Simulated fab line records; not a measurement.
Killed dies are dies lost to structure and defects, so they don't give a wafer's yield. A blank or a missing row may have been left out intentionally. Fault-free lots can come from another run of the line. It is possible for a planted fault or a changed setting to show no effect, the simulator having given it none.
Which tool was responsible? / flow n5-finfet / 72 wafers from 24 lots sampled at 2 of the route's 1938 steps

== WHAT THE GAUGES READ, wafer by wafer ==
N5_BEOL_M7_THK_MEAS_01. Usual: for M7_ILD_THK the level is 154.9 nm and the standard deviation is 2.2.
lot=L075; measured=day 9 06:34; on=film-metro-02; M7_ILD_THK (nm)=153.0 155.2 158.7; flag=
lot=L077; measured=day 9 08:07; on=film-metro-01; M7_ILD_THK (nm)=152.0 159.1 157.5; flag=
lot=L074; measured=day 9 08:35; on=film-metro-01; M7_ILD_THK (nm)=152.1 152.5 155.1; flag=
lot=L076; measured=day 9 09:19; on=film-metro-01; M7_ILD_THK (nm)=155.6 157.6 155.7; flag=
lot=L080; measured=day 10 08:40; on=film-metro-02; M7_ILD_THK (nm)=151.3 151.5 154.5; flag=
lot=L078; measured=day 10 08:55; on=film-metro-02; M7_ILD_THK (nm)=153.5 152.0 155.8; flag=
lot=L079; measured=day 10 09:05; on=film-metro-02; M7_ILD_THK (nm)=157.5 155.4 155.6; flag=
lot=L081; measured=day 10 18:14; on=film-metro-02; M7_ILD_THK (nm)=153.4 156.4 157.4; flag=
lot=L082; measured=day 11 04:22; on=film-metro-01; M7_ILD_THK (nm)=156.1 156.6 158.0; flag=
lot=L083; measured=day 11 10:29; on=film-metro-01; M7_ILD_THK (nm)=150.4 154.8 152.9; flag=
lot=L084; measured=day 11 18:03; on=film-metro-01; M7_ILD_THK (nm)=152.3 153.5 155.3; flag=
lot=L086; measured=day 11 19:04; on=film-metro-02; M7_ILD_THK (nm)=154.0 155.3 159.1; flag=
lot=L085; measured=day 12 02:10; on=film-metro-02; M7_ILD_THK (nm)=153.9 156.1 156.6; flag=
lot=L087; measured=day 12 14:25; on=film-metro-01; M7_ILD_THK (nm)=152.3 153.0 156.4; flag=
lot=L088; measured=day 12 20:24; on=film-metro-01; M7_ILD_THK (nm)=153.4 153.6 155.5; flag=
lot=L090; measured=day 12 23:25; on=film-metro-02; M7_ILD_THK (nm)=154.2 155.0 156.1; flag=
lot=L092; measured=day 13 05:57; on=film-metro-01; M7_ILD_THK (nm)=156.0 154.1 158.1; flag=
lot=L089; measured=day 13 13:09; on=film-metro-01; M7_ILD_THK (nm)=154.1 150.6 155.5; flag=
lot=L091; measured=day 13 14:46; on=film-metro-02; M7_ILD_THK (nm)=150.9 152.5 155.6; flag=
lot=L093; measured=day 13 21:40; on=film-metro-02; M7_ILD_THK (nm)=157.3 156.7 154.8; flag=
lot=L095; measured=day 14 07:22; on=film-metro-01; M7_ILD_THK (nm)=153.7 154.3 154.1; flag=
lot=L094; measured=day 14 09:24; on=film-metro-01; M7_ILD_THK (nm)=154.6 153.6 155.4; flag=
lot=L096; measured=day 14 15:47; on=film-metro-01; M7_ILD_THK (nm)=156.5 156.0 158.2; flag=
lot=L097; measured=day 15 02:59; on=film-metro-01; M7_ILD_THK (nm)=152.5 150.6 152.8; flag=

N5_BEOL_M7_OVL_MEAS_29. Usual: for V6_OVL the level is -0.2 nm and the standard deviation is 0.77.
lot=L075; measured=day 9 09:25; on=overlay-02; V6_OVL (nm)=-0.8 -0.4 0.1; flag=
lot=L077; measured=day 9 09:35; on=overlay-01; V6_OVL (nm)=0.5 0.8 -0.2; flag=
lot=L074; measured=day 9 10:14; on=overlay-02; V6_OVL (nm)=-0.8 0.2 -0.4; flag=
lot=L076; measured=day 9 12:29; on=overlay-01; V6_OVL (nm)=-0.8 -0.3 0.0; flag=
lot=L080; measured=day 10 14:11; on=overlay-02; V6_OVL (nm)=-0.5 -0.2 -0.9; flag=
lot=L078; measured=day 10 14:24; on=overlay-02; V6_OVL (nm)=1.0 0.6 0.7; flag=
lot=L079; measured=day 10 14:21; on=overlay-02; V6_OVL (nm)=0.1 1.3 0.1; flag=
lot=L081; measured=day 10 20:58; on=overlay-01; V6_OVL (nm)=-0.6 -0.6 -0.8; flag=
lot=L082; measured=day 11 07:16; on=overlay-01; V6_OVL (nm)=0.0 -0.8 0.0; flag=
lot=L083; measured=day 11 14:08; on=overlay-02; V6_OVL (nm)=-0.5 -1.3 -0.5; flag=
lot=L084; measured=day 11 20:37; on=overlay-02; V6_OVL (nm)=-1.4 -1.2 -1.5; flag=
lot=L086; measured=day 11 22:19; on=overlay-01; V6_OVL (nm)=-0.1 -0.2 0.7; flag=
lot=L085; measured=day 12 04:58; on=overlay-02; V6_OVL (nm)=0.8 -0.1 0.2; flag=
lot=L087; measured=day 12 16:41; on=overlay-01; V6_OVL (nm)=0.3 0.6 0.3; flag=
lot=L088; measured=day 13 02:26; on=overlay-02; V6_OVL (nm)=0.3 0.2 0.4; flag=
lot=L090; measured=day 13 04:23; on=overlay-02; V6_OVL (nm)=-0.6 -0.7 -1.2; flag=
lot=L092; measured=day 13 09:25; on=overlay-01; V6_OVL (nm)=-1.3 -0.6 -1.1; flag=
lot=L089; measured=day 13 17:02; on=overlay-02; V6_OVL (nm)=0.7 0.7 1.1; flag=
lot=L091; measured=day 13 19:55; on=overlay-02; V6_OVL (nm)=-0.6 1.1 -0.5; flag=
lot=L093; measured=day 14 02:16; on=overlay-02; V6_OVL (nm)=-0.4 -0.5 0.0; flag=
lot=L095; measured=day 14 11:55; on=overlay-01; V6_OVL (nm)=0.2 -0.5 0.2; flag=
lot=L094; measured=day 14 12:54; on=overlay-01; V6_OVL (nm)=-0.2 0.1 -1.4; flag=
lot=L096; measured=day 14 21:05; on=overlay-01; V6_OVL (nm)=0.1 -0.1 -1.2; flag=
lot=L097; measured=day 15 07:22; on=overlay-01; V6_OVL (nm)=1.6 1.6 0.1; flag=

== WHICH TOOL RAN EACH LOT (tool, then ch and the chambers of the sampled wafers, then the start) ==
No process step before these readings appears in the record.

== AS READ BY THE TOOLS THEMSELVES (means over the sampled wafers that have a number; for cases with no such wafer, the mark the record gives instead) ==
The record holds no such reading with a usual standard deviation.

== THE ANSWER, worked out from the rows above alone ==
Rule: a lot counts as off when the mean over its wafers that have a number is more than 3 standard deviations away from the usual mean. A lot without any number at a reading at which 4 lots or more have one is off too. The other lots that the step has rows for count as sound. First the gauges in route order, then the tools' own readings, where a lot's mean is used as printed above. The first step at which some lot is off is used, and at that step the reading that is off furthest; a lot without a number counts as furthest.
Nothing can be told from this: no lot is off at any reading shown.

== WHAT THE SIMULATOR HAD INSERTED ==
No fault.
